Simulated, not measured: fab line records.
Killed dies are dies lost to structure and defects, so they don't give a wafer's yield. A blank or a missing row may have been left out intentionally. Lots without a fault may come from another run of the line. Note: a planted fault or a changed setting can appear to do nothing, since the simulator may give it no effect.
fab line records | flow n5-finfet
record: lots: 11 | wafers: 30 | last-day: 17
route steps=1938 shown BEOL_M9@1440 PASSIVATION@1936
lots that met no fault: taken from a fault-free run of the same line
start-h: hours from the record's first day to the start of the lot's first wafer shown | wait-h: how many hours have passed since the lot's step before this one | " repeats the value in the row above | L1.1+2: a single row standing in for several wafers | - no value, or no start given | * or withheld: withheld | < > ~ a bound
route shown NAME@n: a module of which the file shows steps, and the number in the route of the first | usual: average and standard deviation across the fault-free wafers | same: alike in all rows | chamber/n: place in a boat | sites: the reading at each site | _std_site: the standard deviation of these | _edge_site: the outer-site mean with the inner-site mean subtracted | radius-mm: how far each site lies from the wafer's centre | mask NAME#n: copy n | behind: tool/chamber where the wafer was last shaped | hold: what put the lot on hold/how long, in hours/how the hold closed | device: transistor that didn't switch, given as n, p or np | end of line: tests run on the same wafers once the route is complete | step lacking rows: just its recipe | killed: not the wafer's yield, but the dies lost to structure and defects at the first sort | map: shows each die of a wafer: x if killed, . if not, _ if none is there
set.NAME: the setting the step ran with; set.NAME@STEP: the setting that earlier step ran with | model.NAME: the simulator's own value behind a step, which no gauge read
route steps across a sampled set of lots; one table per step, one row per wafer
services: when a tool's chamber went out of use (start-h, in hours from the record's first day, below 0 if earlier), for how many hours, and the reason
== steps ==
step: N5_BEOL_M9_ETCH_66
recipe: chemistry: N2/H2 | target: SOC | target-depth-a: 800 | overetch-a: 160 | mask-material: SiARC | temp-c: 40 | time-s: 120 | ion-energy-ev: 200 | pressure-mtorr: 30 | source-w: 840 | bias-w: 150 | n2-flow-sccm: 200 | h2-flow-sccm: 200
usual: bias-w: 150.0/0.43 | drypump-motor-current-A: 5.7/0.42 | oes-product-au: 0.59/0.061 | rf-fwd-power-W: 835.7/3 | rf-vpp-V: 522.9/2.4 | showerhead-plenum-p-Torr: 2.51/0.084 | throttle-valve-pct: 17.94/0.29
lot.wafer | tool        | chamber | start-h | wait-h | bias-w | drypump-motor-current-A | oes-product-au | rf-fwd-power-W | rf-hours-counter-h | rf-vpp-V | showerhead-plenum-p-Torr | throttle-valve-pct
L690.2    | rie-diel-01 | 0       | 223.73  | 0.0    | 150.4  | 6.4                     | 0.56           | 836.9          | 186                | 522.1    | 2.51                     | 17.55
L690.5    | "           | 0       | "       | "      | 150.2  | 6.4                     | 0.57           | 832.9          | -                  | 522.1    | 2.51                     | 17.58
L691.1    | rie-diel-01 | 3       | 232.68  | 0.0    | 150.2  | 6.0                     | 0.54           | 840.1          | 215                | 520.9    | 2.40                     | 18.34
L691.6    | "           | 1       | "       | "      | 149.6  | 5.3                     | 0.57           | 836.2          | -                  | 520.0    | 2.43                     | 18.10
L693.1    | rie-diel-01 | 3       | 248.30  | 0.0    | 150.2  | 6.1                     | 0.54           | 831.7          | 221                | 519.5    | 2.40                     | 18.36
L693.6    | "           | 3       | "       | "      | 149.9  | 6.1                     | 0.54           | 832.6          | -                  | 519.9    | 2.40                     | 18.35
L701.1    | rie-diel-01 | 0       | 280.84  | 0.0    | 150.2  | 6.4                     | 0.55           | 835.3          | 204                | 524.0    | 2.50                     | 17.60
L701.3    | "           | 1       | "       | "      | 150.2  | 5.3                     | 0.56           | 836.7          | 185                | 520.9    | 2.42                     | 18.12
L701.4    | "           | 2       | "       | "      | 150.5  | 6.1                     | 0.55           | 835.2          | 188                | 526.5    | 2.63                     | 17.63
L704.1    | rie-diel-03 | 1       | 288.55  | 0.0    | 149.7  | 5.1                     | 0.72           | 834.1          | 7                  | 521.9    | 2.51                     | 18.01
L704.2    | "           | 2       | "       | "      | 150.1  | 5.9                     | 0.69           | 829.8          | 34                 | 521.8    | 2.47                     | 17.98
L704.5    | "           | 3       | "       | "      | 149.7  | 5.2                     | 0.56           | 834.6          | -                  | 521.2    | 2.42                     | 17.98
L700.1    | rie-diel-01 | 1       | 288.59  | 0.0    | 150.3  | 5.3                     | 0.56           | 841.4          | 188                | 521.0    | 2.42                     | 18.13
L700.2    | "           | 0       | "       | "      | 150.0  | 6.4                     | 0.55           | 837.1          | 208                | 523.3    | 2.50                     | 17.61
L700.3    | "           | 2       | "       | "      | 149.6  | 6.1                     | 0.55           | 838.4          | 191                | 528.0    | 2.63                     | 17.64
L705.1    | rie-diel-02 | 3       | 313.80  | 0.0    | 149.9  | 5.3                     | 0.61           | 835.5          | 115                | 523.9    | 2.54                     | 17.57
L705.4    | "           | 1       | "       | "      | 150.3  | 5.6                     | 0.57           | 839.1          | -                  | 520.3    | 2.42                     | 18.08
L705.6    | "           | 0       | "       | "      | 150.2  | 5.6                     | 0.67           | 833.9          | -                  | 525.4    | 2.60                     | 17.53
L703.3    | rie-diel-01 | 3       | 313.84  | 0.0    | 149.8  | 6.1                     | 0.53           | 835.9          | 241                | 519.8    | 2.39                     | 18.40
L703.4    | "           | 0       | "       | "      | 149.8  | 6.4                     | 0.55           | 841.3          | 216                | 522.7    | 2.50                     | 17.62
L703.5    | "           | 2       | "       | "      | 150.6  | 6.1                     | 0.54           | 836.6          | -                  | 526.7    | 2.63                     | 17.65
L706.1    | rie-diel-03 | 0       | 317.77  | 0.0    | 150.4  | 5.4                     | 0.54           | 830.6          | 235                | 526.2    | 2.64                     | 18.28
L706.2    | "           | 1       | "       | "      | 149.3  | 5.1                     | 0.70           | 834.2          | 16                 | 521.1    | 2.50                     | 18.03
L706.3    | "           | 3       | "       | "      | 149.4  | 5.2                     | 0.56           | 839.6          | 195                | 520.9    | 2.41                     | 18.00
L708.1    | rie-diel-03 | 1       | 335.03  | 0.0    | 150.1  | 5.1                     | 0.68           | 837.9          | 21                 | 522.2    | 2.50                     | 18.02
L708.4    | "           | 0       | "       | "      | 150.7  | 5.4                     | 0.54           | 834.3          | 240                | 525.4    | 2.63                     | 18.28
L708.6    | "           | 0       | "       | "      | 150.5  | 5.4                     | 0.53           | 835.9          | -                  | 524.2    | 2.63                     | 18.30
L711.1    | rie-diel-03 | 1       | 359.09  | 0.0    | 149.7  | 5.1                     | 0.68           | 838.3          | 30                 | 521.1    | 2.50                     | 18.05
L711.2    | "           | 2       | "       | "      | 149.6  | 5.9                     | 0.67           | 832.1          | 52                 | 522.5    | 2.46                     | 18.02
L711.5    | "           | 2       | "       | "      | 148.9  | 5.9                     | 0.68           | 836.4          | -                  | 520.8    | 2.46                     | 18.03
step: N5_BEOL_M9_TRENCH_ETCH_37
recipe: chemistry: C4F6/O2 | target-depth-a: 1514.3 | target: SiCOH_lowk | time-s: 49 | ion-energy-ev: 250 | pressure-mtorr: 30 | source-w: 345 | bias-w: 185 | Ar_flow_sccm: 300 | C4F6_flow_sccm: 10 | O2_flow_sccm: 10
usual: bias-w: 185.0/0.58 | drypump-motor-current-A: 5.7/0.42 | oes-product-au: 0.77/0.086 | rf-fwd-power-W: 341.6/1.2 | rf-vpp-V: 663/16 | showerhead-plenum-p-Torr: 2.80/0.086 | throttle-valve-pct: 21.01/0.27
lot.wafer | tool        | chamber | start-h | wait-h | bias-w | drypump-motor-current-A | oes-product-au | rf-fwd-power-W | rf-hours-counter-h | rf-vpp-V | showerhead-plenum-p-Torr | throttle-valve-pct
L690.2    | rie-diel-01 | 0       | 223.93  | -      | 183.9  | 6.4                     | 0.73           | 342.3          | 186                | 686      | 2.81                     | 20.66
L690.5    | "           | 0       | "       | "      | 184.9  | 6.4                     | 0.73           | 344.1          | -                  | 684      | 2.81                     | 20.64
L691.1    | rie-diel-01 | 3       | 232.88  | -      | 185.1  | 6.1                     | 0.72           | 341.5          | 215                | 645      | 2.70                     | 21.44
L691.6    | "           | 1       | "       | "      | 185.9  | 5.3                     | 0.74           | 342.7          | -                  | 693      | 2.70                     | 21.02
L693.1    | rie-diel-01 | 3       | 248.50  | -      | 185.7  | 6.1                     | 0.71           | 340.8          | 221                | 645      | 2.70                     | 21.46
L693.6    | "           | 3       | "       | "      | 186.0  | 6.1                     | 0.70           | 340.2          | -                  | 648      | 2.70                     | 21.46
L701.1    | rie-diel-01 | 0       | 281.04  | -      | 162.1  | 6.4                     | 0.70           | 341.5          | 205                | 617      | 2.80                     | 20.66
L701.3    | "           | 1       | "       | "      | 162.3  | 5.3                     | 0.71           | 342.0          | 185                | 627      | 2.70                     | 21.02
L701.4    | "           | 2       | "       | "      | 162.9  | 6.1                     | 0.69           | 342.4          | 188                | 601      | 2.92                     | 20.60
L704.1    | rie-diel-03 | 1       | 288.75  | -      | 185.9  | 5.1                     | 0.95           | 344.1          | 7                  | 654      | 2.80                     | 21.11
L704.2    | "           | 2       | "       | "      | 185.0  | 5.8                     | 0.92           | 341.1          | 35                 | 649      | 2.74                     | 20.90
L704.5    | "           | 3       | "       | "      | 184.6  | 5.2                     | 0.72           | 341.9          | -                  | 638      | 2.72                     | 21.13
L700.1    | rie-diel-01 | 1       | 288.80  | -      | 161.7  | 5.3                     | 0.71           | 342.1          | 188                | 624      | 2.69                     | 21.04
L700.2    | "           | 0       | "       | "      | 162.2  | 6.4                     | 0.69           | 340.5          | 208                | 615      | 2.80                     | 20.66
L700.3    | "           | 2       | "       | "      | 162.6  | 6.1                     | 0.69           | 343.9          | 191                | 601      | 2.92                     | 20.60
L705.1    | rie-diel-02 | 3       | 314.00  | -      | 185.6  | 5.3                     | 0.79           | 342.1          | 115                | 674      | 2.86                     | 20.81
L705.4    | "           | 1       | "       | "      | 185.0  | 5.6                     | 0.73           | 339.5          | -                  | 651      | 2.73                     | 21.29
L705.6    | "           | 0       | "       | "      | 185.0  | 5.6                     | 0.87           | 340.4          | -                  | 671      | 2.92                     | 20.72
L703.3    | rie-diel-01 | 3       | 314.04  | -      | 163.1  | 6.1                     | 0.67           | 340.7          | 241                | 583      | 2.69                     | 21.47
L703.4    | "           | 0       | "       | "      | 161.6  | 6.4                     | 0.68           | 341.5          | 217                | 615      | 2.80                     | 20.68
L703.5    | "           | 2       | "       | "      | 163.6  | 6.1                     | 0.68           | 341.9          | -                  | 601      | 2.92                     | 20.60
L706.1    | rie-diel-03 | 0       | 317.97  | -      | 184.4  | 5.4                     | 0.70           | 342.6          | 235                | 674      | 2.91                     | 21.21
L706.2    | "           | 1       | "       | "      | 185.3  | 5.1                     | 0.92           | 341.0          | 16                 | 655      | 2.79                     | 21.09
L706.3    | "           | 3       | "       | "      | 185.7  | 5.2                     | 0.70           | 342.1          | 195                | 638      | 2.72                     | 21.16
L708.1    | rie-diel-03 | 1       | 335.23  | -      | 185.3  | 5.1                     | 0.91           | 342.4          | 21                 | 655      | 2.79                     | 21.08
L708.4    | "           | 0       | "       | "      | 186.0  | 5.4                     | 0.70           | 340.8          | 240                | 673      | 2.91                     | 21.24
L708.6    | "           | 0       | "       | "      | 185.4  | 5.4                     | 0.70           | 341.0          | -                  | 672      | 2.91                     | 21.24
L711.1    | rie-diel-03 | 1       | 359.29  | -      | 184.5  | 5.1                     | 0.89           | 342.6          | 30                 | 655      | 2.79                     | 21.09
L711.2    | "           | 2       | "       | "      | 185.5  | 5.8                     | 0.88           | 341.2          | 52                 | 651      | 2.73                     | 20.90
L711.5    | "           | 2       | "       | "      | 185.8  | 5.9                     | 0.89           | 342.1          | -                  | 650      | 2.73                     | 20.89
step: N5_BEOL_M9_STRIP_80
recipe: chemistry: N2/H2 | time-s: 10 | power-w: 450 | temp-c: 40 | pressure-mtorr: 20 | rf-frequency-hz: 6e+07 | bias-power-w: 7 | n2-flow-sccm: 200 | h2-flow-sccm: 200
usual: drypump-motor-current-A: 5.7/0.42 | oes-product-au: 0.76/0.086 | rf-vpp-V: 59.0/0.91 | showerhead-plenum-p-Torr: 2.50/0.085 | throttle-valve-pct: 23.8/0.38
lot.wafer | tool        | chamber | start-h | wait-h | drypump-motor-current-A | oes-product-au | rf-hours-counter-h | rf-vpp-V | showerhead-plenum-p-Torr | throttle-valve-pct
L690.2    | rie-diel-01 | 0       | -       | -      | 6.4                     | 0.72           | 186                | 59.2     | 2.51                     | 23.3
L690.5    | "           | 0       | "       | "      | 6.4                     | 0.71           | -                  | 57.9     | 2.51                     | 23.3
L691.1    | rie-diel-01 | 3       | -       | -      | 6.1                     | 0.70           | 215                | 58.6     | 2.40                     | 24.3
L691.6    | "           | 1       | "       | "      | 5.3                     | 0.73           | -                  | 58.2     | 2.43                     | 24.1
L693.1    | rie-diel-01 | 3       | -       | -      | 6.1                     | 0.70           | 221                | 58.8     | 2.40                     | 24.3
L693.6    | "           | 3       | "       | "      | 6.1                     | 0.70           | -                  | 59.1     | 2.40                     | 24.3
L701.1    | rie-diel-01 | 0       | -       | -      | 6.4                     | 0.70           | 205                | 59.3     | 2.50                     | 23.3
L701.3    | "           | 1       | "       | "      | 5.3                     | 0.73           | 185                | 59.0     | 2.42                     | 24.1
L701.4    | "           | 2       | "       | "      | 6.1                     | 0.72           | 188                | 58.8     | 2.63                     | 23.3
L704.1    | rie-diel-03 | 1       | -       | -      | 5.1                     | 0.95           | 7                  | 58.8     | 2.50                     | 24.1
L704.2    | "           | 2       | "       | "      | 5.9                     | 0.90           | 35                 | 59.4     | 2.46                     | 23.9
L704.5    | "           | 3       | "       | "      | 5.2                     | 0.72           | -                  | 60.8     | 2.41                     | 23.7
L700.1    | rie-diel-01 | 1       | -       | -      | 5.3                     | 0.73           | 188                | 59.4     | 2.42                     | 24.1
L700.2    | "           | 0       | "       | "      | 6.4                     | 0.70           | 208                | 58.6     | 2.50                     | 23.3
L700.3    | "           | 2       | "       | "      | 6.1                     | 0.71           | 191                | 59.9     | 2.63                     | 23.3
L705.1    | rie-diel-02 | 3       | -       | -      | 5.3                     | 0.79           | 115                | 59.0     | 2.53                     | 23.2
L705.4    | "           | 1       | "       | "      | 5.6                     | 0.72           | -                  | 58.7     | 2.42                     | 23.9
L705.6    | "           | 0       | "       | "      | 5.6                     | 0.87           | -                  | 58.7     | 2.60                     | 23.4
L703.3    | rie-diel-01 | 3       | -       | -      | 6.1                     | 0.69           | 241                | 59.2     | 2.39                     | 24.3
L703.4    | "           | 0       | "       | "      | 6.4                     | 0.70           | 217                | 60.3     | 2.49                     | 23.3
L703.5    | "           | 2       | "       | "      | 6.1                     | 0.72           | -                  | 59.7     | 2.63                     | 23.3
L706.1    | rie-diel-03 | 0       | -       | -      | 5.4                     | 0.69           | 235                | 60.3     | 2.63                     | 24.0
L706.2    | "           | 1       | "       | "      | 5.1                     | 0.92           | 16                 | 58.9     | 2.50                     | 24.1
L706.3    | "           | 3       | "       | "      | 5.2                     | 0.72           | 195                | 58.9     | 2.41                     | 23.8
L708.1    | rie-diel-03 | 1       | -       | -      | 5.1                     | 0.92           | 21                 | 58.4     | 2.50                     | 24.1
L708.4    | "           | 0       | "       | "      | 5.4                     | 0.69           | 240                | 58.9     | 2.63                     | 24.0
L708.6    | "           | 0       | "       | "      | 5.4                     | 0.68           | -                  | 59.8     | 2.63                     | 24.0
L711.1    | rie-diel-03 | 1       | -       | -      | 5.1                     | 0.89           | 30                 | 57.4     | 2.49                     | 24.1
L711.2    | "           | 2       | "       | "      | 5.9                     | 0.87           | 52                 | 59.3     | 2.46                     | 24.0
L711.5    | "           | 2       | "       | "      | 5.9                     | 0.87           | -                  | 60.5     | 2.46                     | 24.0
step: N5_BEOL_M9_OCD_MEAS_38
usual: trench-depth-nm: 150/3.7
lot.wafer | tool   | chamber | start-h | wait-h | trench-depth-nm
L690.2    | ocd-01 | -       | 224.10  | -      | 151
L690.5    | "      | -       | "       | "      | 149
L691.1    | ocd-01 | -       | 233.05  | -      | 156
L691.6    | "      | -       | "       | "      | 151
L693.1    | ocd-01 | -       | 248.67  | -      | 154
L693.6    | "      | -       | "       | "      | 153
L701.1    | ocd-02 | -       | 281.22  | -      | 143
L701.3    | "      | -       | "       | "      | 145
L701.4    | "      | -       | "       | "      | 142
L704.1    | ocd-02 | -       | 288.92  | -      | 156
L704.2    | "      | -       | "       | "      | 157
L704.5    | "      | -       | "       | "      | 146
L700.1    | ocd-01 | -       | 288.97  | -      | 145
L700.2    | "      | -       | "       | "      | 143
L700.3    | "      | -       | "       | "      | 143
L705.1    | ocd-01 | -       | 314.18  | -      | 153
L705.4    | "      | -       | "       | "      | 144
L705.6    | "      | -       | "       | "      | 152
L703.3    | ocd-02 | -       | 314.22  | -      | 146
L703.4    | "      | -       | "       | "      | 142
L703.5    | "      | -       | "       | "      | 141
L706.1    | ocd-01 | -       | 318.14  | -      | 149
L706.2    | "      | -       | "       | "      | 154
L706.3    | "      | -       | "       | "      | 143
L708.1    | ocd-02 | -       | 335.40  | -      | 155
L708.4    | "      | -       | "       | "      | 149
L708.6    | "      | -       | "       | "      | 148
L711.1    | ocd-01 | -       | 359.47  | -      | 153
L711.2    | "      | -       | "       | "      | 153
L711.5    | "      | -       | "       | "      | 155
step: N5_PASSIVATION_PROBE_49
usual: defect-limited-yield: 91.3/1.4 | killed_at_M0_to_M3: 33/9.9 | killed_at_M4_up: 15/5.6 | killed-at-contacts: 13/5.7 | killed-at-front-end: 38/12 | killed-at-other: 4/3.1 | killed-dies: 103/17 | killed-open: 66/13 | killed-short: 32/7.8 | sort_bin_5_function: 5.1/0.95 | sort_bin_6_memory: 3.2/0.68 | sort_bin_8_speed: 0.02/0.22 | sort-n-pass: 1077/17 | sort-yield-pct: 91.3/1.5
same: gross-dies: 1180 | killed-at-back-side: 0 | sort_bin_4_leakage[%]: 0
lot.wafer | tool      | chamber | start-h | wait-h | defect-limited-yield[%] | killed_at_M0_to_M3 | killed_at_M4_up | killed-at-contacts | killed-at-front-end | killed-at-other | killed-dies | killed-open | killed-short | sort_bin_5_function[%] | sort_bin_6_memory[%] | sort_bin_8_speed[%] | sort-n-pass | sort-yield-pct[%]
L691.1    | prober-02 | -       | 294.34  | 0.0    | 91.2                    | 56                 | 5               | 12                 | 25                  | 6               | 104         | 56          | 45           | 4.1                    | 4.3                  | 0                   | 1076        | 91.2
L691.6    | prober-02 | -       | 294.59  | 0.3    | 89.9                    | 45                 | 26              | 11                 | 33                  | 4               | 119         | 75          | 43           | 6.2                    | 3.2                  | 0                   | 1061        | 89.9
L705.1    | prober-01 | -       | 371.55  | 0.0    | 92.2                    | 33                 | 16              | 13                 | 28                  | 2               | 92          | 63          | 26           | 5.0                    | 2.5                  | 0                   | 1088        | 92.2
L705.4    | prober-01 | -       | 371.70  | 0.2    | 93.1                    | 27                 | 12              | 4                  | 38                  | 0               | 81          | 56          | 21           | 4.0                    | 2.5                  | 0                   | 1099        | 93.1
L705.6    | prober-01 | -       | 371.80  | 0.3    | 91.2                    | 36                 | 10              | 3                  | 53                  | 2               | 104         | 71          | 32           | 5.1                    | 3.6                  | 0                   | 1076        | 91.2
L703.3    | prober-02 | -       | 371.69  | 0.1    | 90.8                    | 25                 | 6               | 22                 | 55                  | 1               | 109         | 80          | 27           | 5.3                    | 3.6                  | 0                   | 1071        | 90.8
L703.4    | prober-02 | -       | 371.74  | 0.2    | 89.9                    | 42                 | 12              | 11                 | 53                  | 1               | 119         | 77          | 41           | 6.4                    | 3.4                  | 0                   | 1061        | 89.9
L703.5    | prober-02 | -       | 371.79  | 0.2    | 90.9                    | 24                 | 12              | 21                 | 48                  | 2               | 107         | 73          | 32           | 5.3                    | 3.1                  | 0                   | 1073        | 90.9
L708.1    | prober-01 | -       | 396.70  | 0.0    | 91.0                    | 36                 | 10              | 12                 | 43                  | 5               | 106         | 65          | 37           | 5.1                    | 3.4                  | 0                   | 1074        | 91.0
L708.4    | prober-01 | -       | 396.85  | 0.2    | 91.8                    | 24                 | 14              | 13                 | 37                  | 9               | 97          | 59          | 37           | 4.3                    | 3.4                  | 0                   | 1083        | 91.8
L708.6    | prober-01 | -       | 396.95  | 0.3    | 92.2                    | 23                 | 13              | 12                 | 36                  | 8               | 92          | 59          | 29           | 4.2                    | 3.2                  | 0                   | 1088        | 92.2
killed by level:class
L691.1 BEOL_M0_SAQP:geometric-particle:short=21 MOL_CONTACT_COAG:geometric-particle:open=10 BEOL_M0_SAQP:geometric-particle:open=10 BEOL_M1:geometric-particle:open=9 BEOL_M2:geometric-particle:open=6 STI_FIN_REVEAL:geometric-particle:open=5 ILD0:geometric-particle:short=4 GATE_CUT:geometric-particle:open=3
L691.6 BEOL_M0_SAQP:geometric-particle:short=13 BEOL_M4:geometric-particle:open=13 MOL_CONTACT_COAG:geometric-particle:open=10 BEOL_M1:geometric-particle:open=9 BEOL_M0_SAQP:geometric-particle:open=8 GATE_CUT:geometric-particle:open=6 BEOL_M5:geometric-particle:open=6 GATE_CUT:geometric-particle:short=5
L705.1 MOL_CONTACT_COAG:geometric-particle:open=11 BEOL_M4:geometric-particle:open=10 STI_FIN_REVEAL:geometric-particle:open=8 BEOL_M1:geometric-particle:open=8 FIN_SAQP:geometric-particle:open=6 BEOL_M0_SAQP:geometric-particle:short=5 BEOL_M2:geometric-particle:open=5 BEOL_M3:geometric-particle:short=4
L703.3 STI_FIN_REVEAL:geometric-particle:open=17 FIN_SAQP:geometric-particle:open=16 MOL_CONTACT_COAG:geometric-particle:open=16 BEOL_M0_SAQP:geometric-particle:short=7 BEOL_M2:geometric-particle:open=6 MOL_CONTACT_COAG:geometric-particle:short=5 BEOL_M0_SAQP:geometric-particle:open=4 STARTING-WAFER:geometric-particle:open=4
L705.4 FIN_SAQP:geometric-particle:open=10 BEOL_M1:geometric-particle:open=10 FIN_SAQP:geometric-particle:short=6 BEOL_M0_SAQP:geometric-particle:open=5 BEOL_M4:geometric-particle:open=5 BEOL_M0_SAQP:geometric-particle:short=4 BEOL_M3:geometric-particle:open=4 STI_FIN_REVEAL:geometric-particle:open=3
L703.4 BEOL_M1:geometric-particle:open=14 BEOL_M0_SAQP:geometric-particle:short=13 MOL_CONTACT_COAG:geometric-particle:open=10 FIN_SAQP:geometric-particle:open=7 STI_FIN_REVEAL:geometric-particle:open=7 ILD0:geometric-particle:open=7 GATE_CUT:geometric-particle:short=7 BEOL_M4:geometric-particle:open=6
L703.5 STI_FIN_REVEAL:geometric-particle:open=15 MOL_CONTACT_COAG:geometric-particle:open=15 FIN_SAQP:geometric-particle:open=10 BEOL_M0_SAQP:geometric-particle:open=8 FIN_SAQP:geometric-particle:short=7 BEOL_M0_SAQP:geometric-particle:short=7 STARTING-WAFER:geometric-particle:short=6 MOL_CONTACT_COAG:geometric-particle:short=5
L705.6 STI_FIN_REVEAL:geometric-particle:open=18 FIN_SAQP:geometric-particle:open=10 BEOL_M1:geometric-particle:open=10 BEOL_M3:geometric-particle:open=7 GATE_CUT:geometric-particle:open=5 BEOL_M0_SAQP:geometric-particle:open=5 BEOL_M0_SAQP:geometric-particle:short=5 FIN_SAQP:geometric-particle:short=3
L708.1 STI_FIN_REVEAL:geometric-particle:open=11 MOL_CONTACT_COAG:geometric-particle:open=10 FIN_SAQP:geometric-particle:short=8 BEOL_M2:geometric-particle:open=8 BEOL_M3:geometric-particle:open=6 BEOL_M0_SAQP:geometric-particle:open=5 GATE_CUT:geometric-particle:short=5 BEOL_M1:geometric-particle:open=5
L708.4 MOL_CONTACT_COAG:geometric-particle:open=12 BEOL_M3:geometric-particle:open=8 FIN_SAQP:geometric-particle:short=6 BEOL_M0_SAQP:geometric-particle:short=6 FIN_SAQP:geometric-particle:open=5 STI_FIN_REVEAL:geometric-particle:open=4 DUMMY_GATE:geometric-particle:open=4 GATE_CUT:geometric-particle:short=4
L708.6 FIN_SAQP:geometric-particle:open=11 MOL_CONTACT_COAG:geometric-particle:open=9 STI_FIN_REVEAL:geometric-particle:open=5 BEOL_M0_SAQP:geometric-particle:short=5 BEOL_M4:geometric-particle:open=5 FIN_SAQP:geometric-particle:short=4 BEOL_M0_SAQP:geometric-particle:open=4 PAD_METAL:geometric-particle:open=4
== services ==
tool        | chamber | start-h | hours | kind
rie-diel-01 | 1       | 210.44  | 1.8   | repair
rie-diel-02 | -       | 212.13  | 28.1  | pm
rie-diel-03 | 1       | 245.77  | -     | clean
rie-diel-03 | 1       | 245.77  | -     | consumable-replace:focus-ring
rie-diel-03 | 1       | 245.77  | 18.5  | scheduled-down
rie-diel-03 | 1       | 245.77  | 18.5  | vent-cycle
rie-diel-02 | 1       | 285.26  | 2.9   | repair
rie-diel-02 | 2       | 311.15  | 15.1  | repair
rie-diel-03 | 2       | 315.58  | 9.5   | repair
rie-diel-01 | 3       | 344.62  | -     | clean
rie-diel-01 | 3       | 344.62  | -     | consumable-replace:focus-ring
rie-diel-01 | 3       | 344.62  | -     | consumable-replace:showerhead
rie-diel-01 | 3       | 344.62  | 16.0  | scheduled-down
rie-diel-01 | 3       | 344.62  | 16.0  | vent-cycle
rie-diel-01 | -       | 347.50  | 0.1   | repair
rie-diel-02 | -       | 355.65  | 15.6  | pm
== key ==
first-sign: step: N5_BEOL_M9_TRENCH_ETCH_37 | reading: bias-w | direction: down | sigmas: 39 | usual: * | struck: *
effect: step: N5_BEOL_M9_TRENCH_ETCH_37 | reading: rf-vpp-V | direction: down | sigmas: 3.3 | usual: 663 | struck: 610
effect: step: N5_BEOL_M9_OCD_MEAS_38 | reading: trench-depth-nm | direction: down | sigmas: 1.9 | usual: 150 | struck: 143
met-at N5_BEOL_M9_TRENCH_ETCH_37
struck-lots L700,L701,L703
not-acting-at N5_BEOL_M9_ETCH_66,N5_BEOL_M9_STRIP_80,N5_BEOL_M9_OCD_MEAS_38
onset-between 248.50 281.04
fault: kind: process-parameter-drift | tool: rie-diel-01 | chamber: - | onset-h: 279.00 | steps: N5_BEOL_M9_TRENCH_ETCH_37 | channel: bias-w | offset: * | shape: step | end-h: 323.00 | acts-in: * | stated: *
